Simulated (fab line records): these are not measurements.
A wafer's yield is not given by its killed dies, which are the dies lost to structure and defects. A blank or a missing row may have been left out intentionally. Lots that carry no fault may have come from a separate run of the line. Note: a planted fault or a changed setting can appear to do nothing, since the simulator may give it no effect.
A single fault, viewed from 2 desks | flow n5-finfet | each desk holds nothing but its own numbers, with what lay behind them at the end

THE METROLOGY DESK
Lot by lot, what the gauges showed, no matter which tool ran the lot: averages of those sampled wafers that carry a number. Marked OUT: a lot whose mean sits more than 4 standard deviations from the usual mean, which makes it out of limits; the brackets give that distance. It has 11 readings; the 7 that lie furthest out on some lot are the ones shown.
Columns: A = V0_OVL at N5_BEOL_M1_OVL_MEAS_29, usual 0.7 nm; B = DIBL_N at N5_BEOL_M4_RC_MEAS_101, usual 36.1 mV/V; C = DIBL_P at N5_BEOL_M4_RC_MEAS_101, usual 36 mV/V; D = IOFF_N at N5_BEOL_M4_RC_MEAS_101, usual 0.16 nA/um; E = SS_P at N5_BEOL_M4_RC_MEAS_101, usual 73.2 mV/dec; F = VT_N at N5_BEOL_M4_RC_MEAS_101, usual 251 mV; G = VT_P at N5_BEOL_M4_RC_MEAS_101, usual -252 mV
lot  | first seen here | A    | B    | C  | D    | E    | F   | G
L932 | day 5 23:29     | 0.8  | 37.2 | 38 | 0.18 | 73.7 | 248 | -249
L934 | day 6 11:31     | 0.4  | 35.9 | 33 | 0.14 | 72.8 | 252 | -251
L935 | day 6 19:44     | 0.8  | 40.0 | 41 | 0.23 | 74.7 | 243 | -248
L936 | day 7 07:22     | 0.8  | 36.6 | 35 | 0.17 | 73.1 | 252 | -254
L939 | day 8 01:28     | 1.5  | 35.3 | 35 | 0.15 | 72.7 | 250 | -252
L944 | day 9 03:53     | 1.3  | 35.4 | 36 | 0.18 | 73.1 | 246 | -250
L949 | day 10 09:55    | 0.5  | 37.1 | 36 | 0.15 | 72.8 | 253 | -252
L950 | day 10 22:25    | -0.3 | 33.3 | 30 | 0.10 | 72.2 | 254 | -256
L953 | day 11 11:25    | 0.7  | 38.0 | 38 | 0.19 | 73.6 | 248 | -245
This desk found nothing out of limits on any of the 9 lots.

TOOL OWNER'S DESK, rie-diel-04
The tool's own readings at N5_BEOL_M1_VIA_ETCH_34 (etches the open film in C4F6/O2, target depth 67.8 nm, time 64.4 s): means of the sampled wafers that have a number, for each lot that ran on this tool. Marked OUT: a lot whose mean sits more than 4 standard deviations from the usual mean, which makes it out of limits; the brackets give that distance.
Columns: A = drypump-motor-current-A at N5_BEOL_M1_VIA_ETCH_34, usual 5.5 A; B = oes_f_703_au at N5_BEOL_M1_VIA_ETCH_34, usual 0.79 a.u.; C = oes-product-au at N5_BEOL_M1_VIA_ETCH_34, usual 0.79 a.u.; D = rf-vpp-V at N5_BEOL_M1_VIA_ETCH_34, usual 666 V; E = run-length-s at N5_BEOL_M1_VIA_ETCH_34, usual 87.8 s; F = showerhead-plenum-p-Torr at N5_BEOL_M1_VIA_ETCH_34, usual 2.85 Torr; G = throttle-valve-pct at N5_BEOL_M1_VIA_ETCH_34, usual 30.9 %
lot  | first seen here | A   | B    | C    | D   | E              | F    | G
L932 | day 6 04:57     | 5.4 | 0.71 | 0.70 | 671 | 88.0           | 2.93 | 31.2
L934 | day 6 17:46     | 5.4 | 0.71 | 0.70 | 672 | 83.3 (-13) OUT | 2.93 | 31.2
L935 | day 6 22:08     | 5.6 | 0.81 | 0.78 | 674 | 80.2 (-21) OUT | 2.71 | 30.4
L936 | day 7 16:38     | 5.5 | 0.74 | 0.73 | 671 | 78.3 (-26) OUT | 2.85 | 30.9
L949 | day 10 17:53    | 5.6 | 0.86 | 0.84 | 672 | 87.2           | 2.77 | 30.6
This desk's finding: out of limits on L934, L935, L936; first on L934, day 6 17:46 (run-length-s at N5_BEOL_M1_VIA_ETCH_34). L932, L949 stayed within limits.

PUT TOGETHER
An alarm could have come from the tool owner's desk at day 6 17:46, on L934, L935, L936.
From the metrology desk's view, nothing was out of limits.
The metrology desk holds a record of L934, L935, L936, inside its limits.
On rie-diel-04, each named lot ran N5_BEOL_M1_VIA_ETCH_34.

WHAT THE SIMULATOR HAD INSERTED
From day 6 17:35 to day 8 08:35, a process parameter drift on rie-diel-04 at N5_BEOL_M1_VIA_ETCH_34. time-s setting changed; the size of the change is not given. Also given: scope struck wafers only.
Lots struck among those shown: L934, L935, L936.
Time in hours from fault onset to the first out-of-limits reading at each desk: the tool owner's desk, 0.
